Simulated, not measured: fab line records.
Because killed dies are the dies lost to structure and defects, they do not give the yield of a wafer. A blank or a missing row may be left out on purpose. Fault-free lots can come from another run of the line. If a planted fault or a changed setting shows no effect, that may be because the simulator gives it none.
fab line records	flow nand_harc
record lots=24	wafers=72	last_day=33
route steps=1302 shown A_CHANNEL_HOLE_D1@450 A_CHANNEL_FILL_D1@494
lots with no fault: from the same line, run without faults
start_h: start of the lot's first displayed wafer, in hours after the record's first day	wait_h: hours since the lot's step before	" repeats the value in the row above	L1.1+2: a single row standing in for several wafers	- no value present, or no start provided	* or withheld: withheld	< > ~ a bound
route shown NAME@n: NAME is a module with steps in the file, n the number in the route of the first one	usual: mean and standard deviation over wafers with no fault	same: alike in all rows	chamber/n: place in a boat	sites: each site's reading	_std_site: standard deviation across them	_edge_site: the outer-site mean with the inner-site mean subtracted	radius_mm: how far each site lies from the wafer's centre	mask NAME#n: copy n	behind: the tool/chamber that last shaped the wafer	hold: the reason the lot was held/the length of the hold in hours/how it ended	device: transistor that didn't switch, given as n, p or np	end of line: at the end of the route, the tests of the same wafers	a step given without rows: its recipe and nothing more	killed: count of dies lost to structure and defects at first sort (not the wafer's yield)	map: a wafer's dies, x killed, . not, _ none there
set.NAME: setting as actually run; set.NAME@STEP: the setting as run at that earlier step	model.NAME: the simulator's own value behind a step, which no gauge read
a sample of lots followed through the steps of the route, with each step as a table and each wafer as a row
services: from which hour (start_h, from the record's first day; less than 0 if before it) a tool's chamber was out of use, for how many hours, and why
## steps
# step NHARC_A_CHANNEL_HOLE_D1_DEP_00
# recipe target_thk_a=31000	temp_c=400	material=aC
# usual throttle_valve_pct=34.999/0.0091
lot.wafer	tool	chamber	start_h	wait_h	throttle_valve_pct
L074.1	acl_dep-02	0	170.61	1.4	34.997
L074.5	"	0	171.87	2.6	34.989
L074.6	"	0	"	"	34.993
L076.1	acl_dep-01	0	186.02	1.0	34.994
L076.3	"	0	"	"	35.003
L076.6	"	0	"	"	34.986
L075.3	acl_dep-02	0	187.19	2.2	34.998
L075.4	"	0	"	"	35.007
L075.6	"	0	"	"	34.998
L078.1	acl_dep-01	0	207.78	0.4	34.987
L078.2	"	0	"	"	35.000
L078.6	"	0	209.41	2.1	35.011
L077.3	acl_dep-02	0	208.09	0.8	34.982
L077.4	"	0	"	"	35.002
L077.6	"	0	"	"	35.003
L079.2	acl_dep-01	0	224.21	0.4	34.995
L079.3	"	0	"	"	34.999
L079.6	"	0	"	"	34.996
L080.1	acl_dep-03	0	237.51	0.1	34.982
L080.2	"	0	"	"	34.992
L080.4	"	0	"	"	35.001
L081.3	acl_dep-01	0	244.85	1.2	34.995
L081.5	"	0	"	"	34.987
L081.6	"	0	"	"	34.988
L082.3	acl_dep-03	0	261.99	2.2	35.005
L082.5	"	0	"	"	35.010
L082.6	"	0	"	"	35.008
L083.2	acl_dep-02	0	268.08	0.4	35.003
L083.3	"	0	"	"	35.005
L083.4	"	0	"	"	35.010
L084.3	acl_dep-03	0	274.91	0.7	35.000
L084.5	"	0	"	"	35.000
L084.6	"	0	"	"	35.003
L085.1	acl_dep-01	0	287.67	1.0	35.001
L085.2	"	0	"	"	34.992
L085.6	"	0	289.27	2.6	35.009
L086.4	acl_dep-02	0	297.51	2.9	34.994
L086.5	"	0	"	"	35.005
L086.6	"	0	"	"	35.007
L087.1	acl_dep-01	0	311.26	7.1	34.990
L087.4	"	0	"	"	35.003
L087.6	"	0	"	"	34.995
L088.1	acl_dep-03	0	327.64	1.3	34.999
L088.2	"	0	"	"	35.003
L088.3	"	0	"	"	34.979
L089.3	acl_dep-02	0	329.09	2.4	35.001
L089.5	"	0	"	"	34.997
L089.6	"	0	"	"	35.009
L090.3	acl_dep-01	0	337.48	0.7	35.006
L090.4	"	0	"	"	35.002
L090.6	"	0	"	"	34.979
L091.1	acl_dep-02	0	348.65	2.5	34.998
L091.3	"	0	"	"	34.982
L091.5	"	0	"	"	35.009
L092.3	acl_dep-01	0	359.00	1.1	35.000
L092.4	"	0	"	"	34.996
L092.6	"	0	"	"	35.005
L093.3	acl_dep-02	0	380.28	5.8	35.000
L093.4	"	0	"	"	35.004
L093.5	"	0	"	"	35.003
L094.1	acl_dep-01	0	388.69	3.6	34.990
L094.2	"	0	"	"	34.991
L094.5	"	0	"	"	35.009
L095.4	acl_dep-02	0	409.44	1.7	35.002
L095.5	"	0	"	"	35.005
L095.6	"	0	"	"	35.027
L096.2	acl_dep-02	0	412.12	0.4	35.005
L096.3	"	0	"	"	34.983
L096.5	"	0	"	"	35.004
L097.3	acl_dep-01	0	412.62	0.7	35.002
L097.4	"	0	"	"	34.992
L097.5	"	0	"	"	35.019
# step NHARC_A_CHANNEL_HOLE_D1_ETCH_21
# recipe bias_v=3000	source_w=withheld	pressure_mtorr=20	time_s=514.3	ar_flow_sccm=375	c4f8_flow_sccm=89.3	o2_flow_sccm=35.7	temp_c=-20	target_depth_a=16000	chemistry=C4F8/O2/Ar
# usual drypump_motor_current_A=6.0/0.6	mfc_ar_sccm=375.0/1.1	showerhead_plenum_p_Torr=3.67/0.13	throttle_valve_pct=32.155/0.0096
# same time_s=514.3
lot.wafer	tool	chamber	start_h	wait_h	drypump_motor_current_A	mfc_ar_sccm	rf_hours_counter_h	showerhead_plenum_p_Torr	throttle_valve_pct
L074.1	har_etch-02	1	175.07	0.3	6.7	374.8	295	3.72	32.157
L074.5	"	1	"	"	6.7	374.9	-	3.72	32.153
L074.6	"	0	"	"	6.0	375.7	-	3.43	32.163
L075.4	har_etch-01	0	191.13	0.3	6.0	376.7	-	3.73	32.157
L075.3	"	1	"	"	5.1	374.9	-	3.73	32.146
L075.6	"	1	"	"	5.0	373.9	-	3.73	32.141
L076.1	har_etch-02	0	191.46	0.3	6.1	374.0	307	3.42	32.137
L076.3	"	1	"	"	6.7	374.2	-	3.72	32.157
L076.6	"	0	"	"	6.1	374.1	-	3.42	32.172
L077.4	har_etch-01	0	214.67	0.3	6.0	374.1	-	3.73	32.176
L077.3	"	1	"	"	5.1	375.4	-	3.73	32.164
L077.6	"	0	"	"	6.0	375.4	-	3.73	32.145
L078.1	har_etch-02	0	218.45	0.3	6.1	373.8	318	3.41	32.158
L078.2	"	1	"	"	6.7	375.8	318	3.71	32.153
L078.6	"	0	"	"	6.1	371.9	-	3.41	32.154
L079.2	har_etch-02	1	228.58	0.3	6.7	374.7	326	3.71	32.167
L079.3	"	0	"	"	6.1	375.3	-	3.41	32.141
L079.6	"	0	"	"	6.1	376.0	-	3.41	32.151
L080.2	har_etch-02	0	241.94	0.3	6.0	376.1	334	3.41	32.149
L080.1	"	1	"	"	6.7	374.6	334	3.70	32.150
L080.4	"	0	"	"	6.0	374.7	-	3.41	32.144
L081.3	har_etch-01	1	248.78	0.3	5.0	376.9	-	3.72	32.154
L081.6	"	1	"	"	5.0	376.6	-	3.72	32.158
L081.5	"	0	"	"	6.0	373.8	-	3.72	32.170
L082.3	har_etch-01	1	265.84	0.3	5.0	375.2	-	3.71	32.161
L082.6	"	1	"	"	5.0	373.3	-	3.71	32.145
L082.5	"	0	"	"	6.0	375.8	-	3.71	32.153
L083.2	har_etch-02	1	272.21	0.3	6.7	376.1	349	3.69	32.141
L083.3	"	1	"	"	6.7	375.7	-	3.69	32.163
L083.4	"	0	"	"	6.1	375.5	-	3.40	32.166
L084.3	har_etch-02	0	280.41	0.3	6.1	376.0	-	3.40	32.157
L084.5	"	1	"	"	6.7	376.8	-	3.69	32.146
L084.6	"	0	"	"	6.1	374.8	-	3.39	32.154
L085.2	har_etch-01	1	292.18	0.3	5.0	375.4	146	3.70	32.175
L085.1	"	0	"	"	6.0	373.5	146	3.70	32.147
L085.6	"	0	"	"	6.0	375.0	-	3.70	32.150
L086.4	har_etch-02	1	302.72	0.7	6.8	373.5	-	3.68	32.154
L086.5	"	1	"	"	6.7	374.8	-	3.68	32.147
L086.6	"	1	"	"	6.7	374.3	-	3.68	32.156
L087.1	har_etch-01	0	317.73	0.3	6.0	375.5	165	3.69	32.144
L087.4	"	1	"	"	5.1	375.3	-	3.69	32.138
L087.6	"	1	"	"	5.1	374.8	-	3.69	32.142
L088.1	har_etch-02	1	332.17	0.3	6.7	376.1	390	3.67	32.142
L088.2	"	0	"	"	6.0	375.3	368	3.93	32.144
L088.3	"	1	"	"	6.7	374.9	-	3.67	32.169
L089.3	har_etch-01	1	333.54	0.3	5.0	372.3	-	3.69	32.140
L089.6	"	0	"	"	6.0	373.7	-	3.69	32.168
L089.5	"	1	"	"	5.0	373.8	-	3.69	32.129
L090.3	har_etch-01	1	341.29	0.3	5.1	376.1	-	3.69	32.151
L090.4	"	0	"	"	6.0	376.5	-	3.69	32.153
L090.6	"	1	"	"	5.1	374.8	-	3.69	32.145
L091.1	har_etch-02	0	356.03	0.3	6.1	375.4	383	3.92	32.166
L091.3	"	1	"	"	6.7	376.5	-	3.66	32.148
L091.5	"	1	"	"	6.7	375.7	-	3.66	32.160
L092.3	har_etch-02	0	362.95	0.3	6.1	376.0	-	3.92	32.157
L092.4	"	1	"	"	6.7	373.8	-	3.66	32.167
L092.6	"	0	"	"	6.1	376.3	-	3.92	32.155
L093.4	har_etch-01	0	384.22	0.3	6.0	374.0	-	3.68	32.149
L093.3	"	1	"	"	5.1	375.5	-	3.68	32.166
L093.5	"	0	"	"	5.9	373.7	-	3.68	32.155
L094.2	har_etch-02	0	399.07	0.3	6.1	377.2	4	3.91	32.167
L094.1	"	1	"	"	6.7	376.8	4	3.65	32.145
L094.5	"	0	"	"	6.1	374.9	-	3.91	32.157
L095.4	har_etch-01	1	413.12	0.3	5.0	374.5	-	3.66	32.178
L095.6	"	1	"	"	5.0	375.4	-	3.66	32.172
L095.5	"	0	"	"	6.0	375.9	-	3.66	32.146
L096.2	har_etch-02	1	416.11	0.3	6.7	374.2	15	3.65	32.161
L096.3	"	0	"	"	6.1	377.7	-	3.91	32.171
L096.5	"	1	"	"	6.7	373.3	-	3.65	32.147
L097.3	har_etch-01	0	417.27	0.3	5.9	373.6	-	3.66	32.159
L097.4	"	1	"	"	5.0	375.3	-	3.66	32.155
L097.5	"	0	"	"	6.0	376.1	-	3.66	32.165
# step NHARC_A_CHANNEL_HOLE_D1_ETCH_33
# recipe bias_v=400	source_w=2000	pressure_mtorr=25	time_s=90	ar_flow_sccm=375	c4f8_flow_sccm=41.7	o2_flow_sccm=83.3	temp_c=-20	target_depth_a=4000	chemistry=C4F8/O2/Ar
# usual bias_v=399/4	drypump_motor_current_A=6.0/0.6	mfc_ar_sccm=375.1/1.2	showerhead_plenum_p_Torr=3.71/0.13	throttle_valve_pct=27.620/0.0086
# same time_s=90
lot.wafer	tool	chamber	start_h	wait_h	bias_v	drypump_motor_current_A	mfc_ar_sccm	rf_hours_counter_h	showerhead_plenum_p_Torr	throttle_valve_pct
L074.1	har_etch-02	1	178.62	0.2	393	6.7	372.7	299	3.76	27.635
L074.5	"	1	"	"	395	6.7	374.9	-	3.76	27.606
L074.6	"	0	"	"	398	6.1	373.6	-	3.46	27.623
L075.4	har_etch-01	0	194.59	0.2	395	6.0	377.6	-	3.77	27.616
L075.3	"	1	"	"	403	5.1	372.0	-	3.77	27.608
L075.6	"	1	"	"	400	5.1	373.6	-	3.77	27.623
L076.1	har_etch-02	0	195.00	0.2	402	6.1	376.4	310	3.45	27.630
L076.3	"	1	"	"	398	6.7	375.4	-	3.75	27.610
L076.6	"	0	"	"	405	6.1	376.6	-	3.45	27.627
L077.4	har_etch-01	0	218.12	0.2	394	6.0	375.0	-	3.77	27.619
L077.3	"	1	"	"	400	5.0	374.7	-	3.77	27.616
L077.6	"	0	"	"	398	6.0	374.4	-	3.77	27.613
L078.1	har_etch-02	0	222.00	0.2	399	6.0	376.5	322	3.44	27.615
L078.2	"	1	"	"	397	6.7	375.7	322	3.75	27.619
L078.6	"	0	"	"	403	6.0	376.1	-	3.44	27.617
L079.2	har_etch-02	1	232.08	0.2	392	6.7	374.5	329	3.74	27.629
L079.3	"	0	"	"	405	6.0	375.0	-	3.44	27.619
L079.6	"	0	"	"	410	6.1	374.4	-	3.44	27.614
L080.2	har_etch-02	0	245.48	0.2	405	6.0	374.2	337	3.43	27.624
L080.1	"	1	"	"	408	6.7	375.5	337	3.74	27.618
L080.4	"	0	"	"	402	6.1	375.3	-	3.43	27.617
L081.3	har_etch-01	1	252.25	0.2	401	5.0	374.9	-	3.76	27.619
L081.6	"	1	"	"	397	5.1	373.5	-	3.76	27.609
L081.5	"	0	"	"	394	6.0	375.9	-	3.76	27.630
L082.3	har_etch-01	1	269.30	0.2	396	5.1	375.7	-	3.75	27.622
L082.6	"	1	"	"	400	5.0	373.9	-	3.75	27.603
L082.5	"	0	"	"	404	6.0	376.6	-	3.75	27.594
L083.2	har_etch-02	1	275.76	0.2	398	6.7	376.4	352	3.73	27.607
L083.3	"	1	"	"	398	6.7	375.2	-	3.73	27.617
L083.4	"	0	"	"	395	6.1	376.2	-	3.43	27.628
L084.3	har_etch-02	0	283.84	0.2	398	6.1	374.1	-	3.42	27.625
L084.5	"	1	"	"	396	6.7	374.6	-	3.73	27.616
L084.6	"	0	"	"	398	6.1	375.6	-	3.42	27.617
L085.2	har_etch-01	1	295.72	0.2	393	5.0	373.9	149	3.74	27.615
L085.1	"	0	"	"	406	6.0	377.1	149	3.74	27.635
L085.6	"	0	"	"	399	6.0	376.6	-	3.74	27.624
L086.4	har_etch-02	1	309.55	0.3	402	6.7	374.7	-	3.72	27.621
L086.5	"	1	"	"	404	6.7	374.5	-	3.72	27.618
L086.6	"	1	"	"	404	6.7	375.2	-	3.72	27.622
L087.1	har_etch-01	0	321.26	0.2	403	6.0	376.6	168	3.73	27.621
L087.4	"	1	"	"	400	5.0	376.3	-	3.73	27.622
L087.6	"	1	"	"	397	5.1	375.4	-	3.73	27.612
L088.1	har_etch-02	1	335.69	0.2	396	6.7	375.1	394	3.71	27.630
L088.2	"	0	"	"	407	6.1	375.4	371	3.98	27.625
L088.3	"	1	"	"	396	6.7	375.4	-	3.71	27.638
L089.3	har_etch-01	1	336.94	0.2	390	5.0	375.2	-	3.73	27.623
L089.6	"	0	"	"	405	6.0	376.1	-	3.73	27.618
L089.5	"	1	"	"	396	5.0	373.5	-	3.73	27.620
L090.3	har_etch-01	1	344.76	0.2	397	5.1	374.3	-	3.72	27.618
L090.4	"	0	"	"	397	6.0	375.8	-	3.72	27.624
L090.6	"	1	"	"	398	5.1	374.5	-	3.72	27.625
L091.1	har_etch-02	0	359.55	0.2	401	6.1	375.9	386	3.97	27.624
L091.3	"	1	"	"	399	6.7	373.8	-	3.70	27.606
L091.5	"	1	"	"	405	6.7	374.8	-	3.70	27.614
L092.3	har_etch-02	0	366.43	0.2	409	6.0	376.0	-	3.97	27.618
L092.4	"	1	"	"	402	6.7	374.1	-	3.70	27.623
L092.6	"	0	"	"	404	6.1	374.2	-	3.96	27.614
L093.4	har_etch-01	0	387.70	0.2	392	6.0	376.1	-	3.71	27.608
L093.3	"	1	"	"	401	5.0	376.4	-	3.71	27.623
L093.5	"	0	"	"	391	6.0	376.4	-	3.71	27.636
L094.2	har_etch-02	0	402.64	0.2	391	6.1	376.1	7	3.96	27.614
L094.1	"	1	"	"	400	6.7	376.3	7	3.69	27.619
L094.5	"	0	"	"	395	6.1	374.2	-	3.96	27.608
L095.4	har_etch-01	1	416.57	0.2	400	5.1	376.0	-	3.70	27.617
L095.6	"	1	"	"	406	5.1	371.8	-	3.70	27.624
L095.5	"	0	"	"	404	6.0	374.6	-	3.70	27.624
L096.2	har_etch-02	1	419.68	0.2	401	6.8	376.6	19	3.68	27.629
L096.3	"	0	"	"	397	6.0	373.8	-	3.95	27.623
L096.5	"	1	"	"	397	6.7	375.5	-	3.68	27.615
L097.3	har_etch-01	0	420.74	0.2	397	6.0	374.3	-	3.70	27.619
L097.4	"	1	"	"	397	5.0	375.7	-	3.70	27.620
L097.5	"	0	"	"	402	6.0	375.4	-	3.70	27.631
# step NHARC_A_CHANNEL_HOLE_D1_XSEM_31
# recipe landing_energy_ev=35000
# usual bot_cd_nm=75.1/1.4	bow_nm=8.57/0.29	tilt_deg=0.09/0.051
lot.wafer	tool	chamber	start_h	wait_h	bot_cd_nm	bow_nm	tilt_deg
L074.1	xsem-01	0	180.25	0.1	74.4	8.31	0.24
L074.5	"	0	"	"	77.2	8.32	0.24
L074.6	"	0	"	"	75.3	8.24	0.24
L075.3	xsem-01	0	196.18	0.1	74.3	8.66	0.11
L075.4	"	0	"	"	73.5	8.64	0.11
L075.6	"	0	"	"	71.6	8.64	0.11
L076.1	xsem-02	0	196.63	0.1	73.2	8.84	0.04
L076.3	"	0	"	"	75.3	8.87	0.04
L076.6	"	0	"	"	72.6	8.76	0.04
L077.3	xsem-01	0	219.68	0.1	76.6	8.81	0.11
L077.4	"	0	"	"	77.0	8.83	0.10
L077.6	"	0	"	"	73.7	8.75	0.11
L078.1	xsem-02	0	223.62	0.1	76.4	8.68	0.11
L078.2	"	0	"	"	77.9	8.72	0.11
L078.6	"	0	"	"	74.6	8.63	0.11
L079.2	xsem-02	0	233.67	0.1	78.8	8.97	0.07
L079.3	"	0	"	"	73.9	8.89	0.07
L079.6	"	0	"	"	76.4	8.86	0.08
L080.1	xsem-02	0	247.11	0.1	75.0	8.44	0.12
L080.2	"	0	"	"	76.4	8.54	0.12
L080.4	"	0	"	"	73.3	8.46	0.12
L081.3	xsem-01	0	253.97	0.1	75.1	8.29	0.07
L081.5	"	0	"	"	74.4	8.36	0.07
L081.6	"	0	"	"	74.8	8.32	0.07
L082.3	xsem-01	0	270.90	0.1	75.5	8.02	0.02
L082.5	"	0	"	"	75.3	8.02	0.02
L082.6	"	0	"	"	75.4	7.97	0.02
L083.2	xsem-02	0	277.39	0.1	74.5	8.30	0.11
L083.3	"	0	"	"	75.7	8.37	0.11
L083.4	"	0	"	"	72.8	8.35	0.11
L084.3	xsem-01	0	285.39	0.1	74.9	8.29	0.05
L084.5	"	0	"	"	76.0	8.22	0.05
L084.6	"	0	"	"	72.1	8.24	0.05
L085.1	xsem-02	0	297.35	0.1	71.8	8.57	0.08
L085.2	"	0	"	"	75.2	8.57	0.08
L085.6	"	0	"	"	75.3	8.49	0.09
L086.4	xsem-01	0	311.19	0.1	74.6	8.57	0.16
L086.5	"	0	"	"	75.3	8.57	0.16
L086.6	"	0	"	"	75.6	8.55	0.16
L087.1	xsem-02	0	323.01	0.1	74.1	8.82	0.08
L087.4	"	0	"	"	75.0	8.73	0.08
L087.6	"	0	"	"	76.1	8.69	0.07
L088.1	xsem-01	0	337.31	0.1	77.3	8.42	0.09
L088.2	"	0	"	"	77.7	8.47	0.09
L088.3	"	0	"	"	76.7	8.33	0.09
L089.3	xsem-02	0	338.49	0.1	75.2	8.58	0.08
L089.5	"	0	"	"	74.9	8.61	0.08
L089.6	"	0	"	"	74.6	8.59	0.08
L090.3	xsem-02	0	346.34	0.1	75.1	8.63	0.02
L090.4	"	0	"	"	75.0	8.61	0.02
L090.6	"	0	"	"	75.5	8.59	0.02
L091.1	xsem-02	0	361.16	0.1	73.5	8.87	-0.01
L091.3	"	0	"	"	76.4	8.97	-0.02
L091.5	"	0	"	"	75.1	8.81	-0.02
L092.3	xsem-02	0	368.00	0.1	74.3	8.66	0.04
L092.4	"	0	"	"	75.8	8.61	0.04
L092.6	"	0	"	"	74.3	8.55	0.04
L093.3	xsem-01	0	389.27	0.1	74.6	8.76	0.15
L093.4	"	0	"	"	74.2	8.84	0.15
L093.5	"	0	"	"	76.0	8.79	0.15
L094.1	xsem-02	0	404.29	0.1	74.8	8.32	0.07
L094.2	"	0	"	"	75.3	8.36	0.07
L094.5	"	0	"	"	75.8	8.37	0.07
L095.4	xsem-01	0	418.14	0.1	77.2	9.03	0.08
L095.5	"	0	"	"	76.7	8.97	0.08
L095.6	"	0	"	"	76.0	9.02	0.08
L096.2	xsem-02	0	421.32	0.1	74.7	7.91	0.07
L096.3	"	0	"	"	77.7	8.00	0.07
L096.5	"	0	"	"	73.8	7.95	0.07
L097.3	xsem-01	0	422.31	0.1	74.4	9.05	0.11
L097.4	"	0	"	"	76.4	9.10	0.10
L097.5	"	0	"	"	76.6	9.10	0.11
# step NHARC_A_CHANNEL_FILL_D1_ALD_14
# recipe target_thk_a=25	pulse_time_s=10	ald_cycles=25	temp_c=300	material=SiO2
# usual heater_power_w=492/36	precursor_pulse_height_rel=0.997/0.02
# same ald_cycles=25
lot.wafer	tool	chamber	start_h	wait_h	heater_power_w	precursor_pulse_height_rel
L074.1	ald_hk-04	0	188.35	0.9	492	1.017
L074.5	"	2	"	"	540	0.991
L074.6	"	3	"	"	555	1.008
L076.3	ald_hk-01	1	204.36	0.9	500	0.969
L076.1	"	0	"	"	505	0.987
L076.6	"	2	"	"	495	0.967
L075.4	ald_hk-01	1	204.62	1.2	496	1.036
L075.3	"	3	"	"	451	1.009
L075.6	"	1	"	"	491	1.012
L077.4	ald_hk-01	2	227.21	0.0	496	0.969
L077.3	"	3	"	"	452	0.991
L077.6	"	2	"	"	506	0.993
L078.1	ald_hk-04	2	231.02	0.1	533	1.024
L078.2	"	3	"	"	582	1.011
L078.6	"	1	"	"	458	0.967
L079.3	ald_hk-04	3	241.06	0.0	581	1.024
L079.2	"	1	"	"	462	1.008
L079.6	"	0	"	"	491	0.977
L080.1	ald_hk-02	3	254.48	0.1	470	1.005
L080.4	"	0	"	"	534	0.981
L080.2	"	1	"	"	439	0.975
L081.3	ald_hk-01	1	261.35	0.1	509	1.022
L081.5	"	3	"	"	457	1.005
L081.6	"	0	"	"	494	0.992
L082.3	ald_hk-01	0	279.69	1.0	490	0.988
L082.6	"	2	"	"	499	0.969
L082.5	"	3	"	"	455	1.007
L083.2	ald_hk-01	2	284.73	0.0	514	0.991
L083.3	"	0	"	"	494	0.996
L083.4	"	1	"	"	503	0.992
L084.3	ald_hk-02	2	296.06	0.2	432	1.001
L084.5	"	0	"	"	527	1.023
L084.6	"	1	"	"	461	0.994
L085.2	ald_hk-04	3	304.67	0.0	522	1.010
L085.1	"	0	"	"	467	0.971
L085.6	"	0	"	"	460	0.973
L086.4	ald_hk-02	1	318.95	0.5	437	0.964
L086.6	"	0	"	"	530	1.010
L086.5	"	1	"	"	445	0.994
L087.4	ald_hk-01	0	330.35	0.0	508	0.980
L087.1	"	3	"	"	444	0.988
L087.6	"	0	"	"	509	1.010
L088.3	ald_hk-04	1	344.67	0.1	465	0.964
L088.2	"	2	"	"	529	1.002
L088.1	"	3	"	"	541	1.015
L089.3	ald_hk-02	2	344.74	0.1	441	1.011
L089.5	"	0	"	"	543	0.981
L089.6	"	1	"	"	444	1.007
L090.3	ald_hk-01	2	353.62	0.0	525	0.978
L090.4	"	0	"	"	508	1.008
L090.6	"	2	"	"	499	1.004
L091.1	ald_hk-01	3	368.53	0.1	450	1.006
L091.3	"	1	"	"	479	1.006
L091.5	"	3	"	"	449	1.018
L092.4	ald_hk-04	2	375.31	0.0	541	1.000
L092.3	"	3	"	"	523	1.012
L092.6	"	3	"	"	526	1.015
L093.4	ald_hk-04	2	396.59	0.0	541	1.023
L093.3	"	1	"	"	483	0.968
L093.5	"	2	"	"	544	0.986
L094.1	ald_hk-01	3	411.53	0.0	441	1.011
L094.2	"	2	"	"	500	1.027
L094.5	"	3	"	"	454	1.007
L095.4	ald_hk-01	0	425.54	0.1	504	1.008
L095.5	"	2	"	"	515	0.992
L095.6	"	3	"	"	445	0.996
L096.3	ald_hk-04	0	428.65	0.1	468	0.991
L096.2	"	1	"	"	463	1.010
L096.5	"	0	"	"	471	0.995
L097.4	ald_hk-04	3	428.87	0.3	528	0.983
L097.3	"	1	"	"	458	1.013
L097.5	"	2	"	"	541	0.987
# step NHARC_A_CHANNEL_FILL_D1_ALD_25
# recipe target_thk_a=600	pulse_time_s=10	ald_cycles=600	temp_c=300	material=SiOx
# usual heater_power_w=479/41	precursor_pulse_height_rel=1.001/0.019
# same ald_cycles=600
lot.wafer	tool	chamber	start_h	wait_h	heater_power_w	precursor_pulse_height_rel
L074.1	ald_hk-01	2	219.04	1.9	497	1.001
L074.6	"	3	"	"	462	0.971
L074.5	"	0	"	"	502	0.981
L075.4	ald_hk-02	2	234.04	0.7	439	1.033
L075.3	"	3	"	"	482	1.001
L075.6	"	2	236.50	3.1	433	1.023
L076.1	ald_hk-04	2	234.07	0.7	556	0.987
L076.3	"	3	"	"	577	1.012
L076.6	"	1	235.93	2.5	456	1.037
L077.3	ald_hk-04	2	258.04	0.7	525	1.001
L077.4	"	0	259.28	1.9	482	0.992
L077.6	"	1	"	"	449	0.991
L078.2	ald_hk-02	1	267.42	0.7	450	0.997
L078.1	"	3	268.64	1.9	458	0.976
L078.6	"	0	"	"	534	1.014
L079.3	ald_hk-02	3	270.63	0.5	470	0.988
L079.2	"	2	272.48	2.3	441	0.984
L079.6	"	0	273.70	3.5	522	0.999
L080.1	ald_hk-02	3	285.17	0.7	478	1.022
L080.2	"	0	"	"	537	1.012
L080.4	"	1	"	"	445	1.015
L081.3	ald_hk-04	2	295.01	0.7	530	0.980
L081.5	"	1	296.86	2.5	454	1.012
L081.6	"	2	"	"	533	0.981
L082.3	ald_hk-01	3	316.55	0.1	427	1.001
L082.6	"	3	319.09	2.6	437	1.003
L082.5	"	0	"	"	514	1.016
L083.4	ald_hk-04	0	316.55	0.1	459	1.015
L083.2	"	2	317.79	1.3	540	0.983
L083.3	"	3	"	"	524	1.012
L084.3	ald_hk-04	1	325.74	0.7	472	1.050
L084.5	"	0	327.58	2.5	462	0.990
L084.6	"	1	"	"	459	1.005
L085.2	ald_hk-04	2	334.65	0.7	534	0.983
L085.1	"	0	335.90	1.9	466	0.997
L085.6	"	1	"	"	456	0.990
L086.4	ald_hk-04	3	352.02	2.2	529	0.995
L086.6	"	0	"	"	458	0.992
L086.5	"	1	"	"	461	0.991
L087.4	ald_hk-01	2	361.16	0.1	511	0.994
L087.1	"	3	"	"	453	0.995
L087.6	"	2	363.61	2.5	511	0.996
L089.3	ald_hk-02	2	375.05	0.0	428	0.981
L089.5	"	2	377.50	2.5	413	1.028
L089.6	"	3	"	"	431	0.990
L088.3	ald_hk-01	2	375.06	0.1	504	1.030
L088.1	"	3	"	"	445	0.984
L088.2	"	0	"	"	506	0.997
L090.3	ald_hk-02	1	383.01	0.7	432	0.996
L090.4	"	3	384.24	1.9	430	1.015
L090.6	"	0	"	"	516	0.997
L091.3	ald_hk-01	2	399.16	1.3	499	0.991
L091.1	"	3	"	"	444	0.985
L091.5	"	1	401.00	3.1	470	1.020
L092.3	ald_hk-02	0	404.47	0.0	532	0.998
L092.4	"	2	405.70	1.3	419	1.016
L092.6	"	0	406.92	2.5	531	1.005
L093.3	ald_hk-02	3	425.96	0.0	433	0.978
L093.4	"	1	427.19	1.3	434	1.000
L093.5	"	3	428.41	2.5	434	0.990
L094.1	ald_hk-02	2	440.70	0.1	432	1.036
L094.2	"	1	442.56	1.9	425	0.996
L094.5	"	2	"	"	412	1.012
L095.4	ald_hk-02	1	454.63	0.0	431	0.978
L095.6	"	1	457.09	2.5	433	1.017
L095.5	"	2	"	"	422	1.019
L097.3	ald_hk-04	3	455.25	0.7	539	1.006
L097.4	"	1	456.48	1.9	484	1.004
L097.5	"	3	457.70	3.1	547	1.026
L096.3	ald_hk-01	2	455.87	1.3	510	1.003
L096.2	"	3	"	"	447	1.040
L096.5	"	0	"	"	508	0.994
## services
tool	chamber	start_h	hours	kind
har_etch-01	-	160.39	2.9	repair
ald_hk-02	-	170.00	10.0	pm
acl_dep-01	-	190.67	13.0	pm
har_etch-01	-	223.93	0.5	repair
acl_dep-02	-	244.36	13.0	pm
har_etch-02	0	293.82	-	consumable_replace:showerhead
har_etch-02	0	293.82	17.0	scheduled_down
har_etch-02	0	293.82	17.0	vent_cycle
xsem-01	-	294.57	0.4	repair
ald_hk-01	-	297.42	10.0	pm
acl_dep-03	-	301.69	13.0	pm
ald_hk-02	-	348.00	10.0	pm
acl_dep-01	-	371.97	13.0	pm
xsem-01	-	374.00	14.0	pm
har_etch-02	-	377.84	17.0	pm
har_etch-02	0	377.84	17.0	vent_cycle
har_etch-02	1	377.84	17.0	vent_cycle
har_etch-02	0	394.84	-	clean
acl_dep-02	-	425.36	13.0	pm
acl_dep-03	-	428.85	7.1	repair
xsem-01	-	431.15	0.1	repair
ald_hk-04	-	439.13	10.0	pm
ald_hk-01	-	440.89	1.4	repair
acl_dep-01	-	446.50	0.1	repair
## key
fault none
